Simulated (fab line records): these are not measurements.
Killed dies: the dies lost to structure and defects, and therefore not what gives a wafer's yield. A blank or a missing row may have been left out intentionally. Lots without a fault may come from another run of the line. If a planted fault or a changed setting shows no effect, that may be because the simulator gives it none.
Chamber matching    flow nand-harc    NHARC_A_WL_FILL_ALD_00 on ald-hk-03 has 4 sister chambers
The step deposits Al2O3, target thk 3 nm, pulse time 3 s, ald cycles 30. 8 wafers are shown with their chamber, then 7 later ones without.

== WAFERS WITH THEIR CHAMBER ==
wafer   chamber  heater-power-w (W)  precursor-pulse-height-rel
L083.2  1        509                 0.999
L083.4  2        592                 0.989
L083.5  2        609                 0.978
L086.1  3        446                 0.995
L086.4  0        439                 1.010
L086.5  3        438                 0.977
L090.1  1        515                 0.993
L090.4  0        448                 1.035

== WAFERS MISSING THEIR CHAMBER ==
wafer   heater-power-w (W)  precursor-pulse-height-rel
L090.5  439                 1.016
L094.1  525                 1.009
L094.2  459                 1.002
L094.3  558                 0.988
L097.1  448                 0.997
L097.5  564                 1.006
L097.6  532                 0.995

== WHICH CHAMBER EACH WENT THROUGH ==
wafer   from the rows above      in truth
L090.5  can't be placed: 0 or 3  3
L094.1  1                        1
L094.2  can't be placed: 3 or 0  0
L094.3  can't be placed: 2 or 1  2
L097.1  can't be placed: 3 or 0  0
L097.5  can't be placed: 2 or 1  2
L097.6  1                        1
Correctly placed: 2 of 7. Can't be placed from these rows: 5 (the true chamber is among the candidates in 5). Wrongly placed: 0.
How it was worked out, from the rows above alone: a wafer's distance from a chamber is the root of the sum, over the readings, of the square of ((its reading less the chamber's mean) divided by the reading's scatter). If the next closest chamber is less than 2 further off than the closest, the wafer can't be placed; otherwise it belongs to the closest. Each chamber's mean is taken over the wafers shown for it. How the scatter is found: for the shown wafers, subtract from each reading the mean of its chamber, square and add these, divide the total by (wafers less chambers), then take the root.
